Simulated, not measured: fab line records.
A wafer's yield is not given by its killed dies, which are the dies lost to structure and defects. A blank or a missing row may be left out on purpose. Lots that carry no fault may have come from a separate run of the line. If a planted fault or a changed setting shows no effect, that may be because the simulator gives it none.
Matching of chambers + flow nandHarc + NHARC_THIN_TSV_DESCUM_14 on rieDiel-09 has 4 sister chambers
The step chemistry O2, time 3 s. 16 wafers are shown with their chamber, then 8 later ones without.

## WAFERS WITH THEIR CHAMBER
| wafer  | chamber | showerheadPlenumPTorr (Torr) | drypumpMotorCurrentA (A) | throttleValvePct (%) |
|--------|---------|------------------------------|--------------------------|----------------------|
| L801.2 | 3       | 2.06                         | 6.2                      | 11.317               |
| L801.3 | 0       | 1.78                         | 5.5                      | 11.313               |
| L801.6 | 2       | 1.99                         | 5.6                      | 11.320               |
| L807.4 | 1       | 1.81                         | 6.0                      | 11.304               |
| L807.5 | 3       | 2.06                         | 6.2                      | 11.302               |
| L807.6 | 2       | 1.99                         | 5.6                      | 11.312               |
| L808.2 | 3       | 2.06                         | 6.2                      | 11.310               |
| L808.5 | 3       | 2.06                         | 6.1                      | 11.329               |
| L808.6 | 0       | 1.78                         | 5.6                      | 11.292               |
| L813.3 | 1       | 1.81                         | 6.0                      | 11.315               |
| L813.4 | 2       | 1.99                         | 5.6                      | 11.318               |
| L813.5 | 0       | 1.78                         | 5.6                      | 11.296               |
| L818.3 | 0       | 1.78                         | 5.6                      | 11.316               |
| L818.4 | 3       | 2.06                         | 6.2                      | 11.315               |
| L818.6 | 2       | 1.98                         | 5.6                      | 11.313               |
| L819.1 | 2       | 1.98                         | 5.6                      | 11.313               |

SIGNATURES (averages over the wafers above)
| reading               | chamber 0 | chamber 1 | chamber 2 | chamber 3 | scatter within a chamber |
|-----------------------|-----------|-----------|-----------|-----------|--------------------------|
| showerheadPlenumPTorr | 1.7800    | 1.8100    | 1.9860    | 2.0600    | 0.00316                  |
| drypumpMotorCurrentA  | 5.575     | 6.000     | 5.600     | 6.180     | 0.0359                   |
| throttleValvePct      | 11.30425  | 11.30950  | 11.31520  | 11.31460  | 0.00884                  |
Rule: for each reading, subtract the chamber's mean from the wafer's reading, divide by that reading's scatter and square the result; add these up over the readings and take the root, which gives the wafer's distance from the chamber. If the next closest chamber is less than 2 further off than the closest, the wafer can't be placed; otherwise it belongs to the closest. The scatter is the square root of a quotient: the sum, over the shown wafers, of each reading's squared deviation from its chamber's mean, divided by wafers minus chambers.

## WAFERS WHOSE CHAMBER IS MISSING
| wafer  | showerheadPlenumPTorr (Torr) | drypumpMotorCurrentA (A) | throttleValvePct (%) |
|--------|------------------------------|--------------------------|----------------------|
| L819.3 | 1.78                         | 5.6                      | 11.307               |
| L819.6 | 1.78                         | 5.6                      | 11.319               |
| L821.4 | 1.98                         | 5.6                      | 11.315               |
| L821.5 | 1.78                         | 5.6                      | 11.322               |
| L821.6 | 1.81                         | 6.0                      | 11.315               |
| L822.1 | 1.98                         | 5.6                      | 11.310               |
| L822.2 | 1.81                         | 6.0                      | 11.327               |
| L822.5 | 1.81                         | 6.0                      | 11.305               |

## THE CHAMBER EACH PASSED THROUGH
| wafer  | from the rows above | in truth |
|--------|---------------------|----------|
| L819.3 | 0                   | 0        |
| L819.6 | 0                   | 0        |
| L821.4 | 2                   | 2        |
| L821.5 | 0                   | 0        |
| L821.6 | 1                   | 1        |
| L822.1 | 2                   | 2        |
| L822.2 | 1                   | 1        |
| L822.5 | 1                   | 1        |
Correctly placed: 8 of 8. Not placeable from these rows: 0. Placed wrongly: 0.
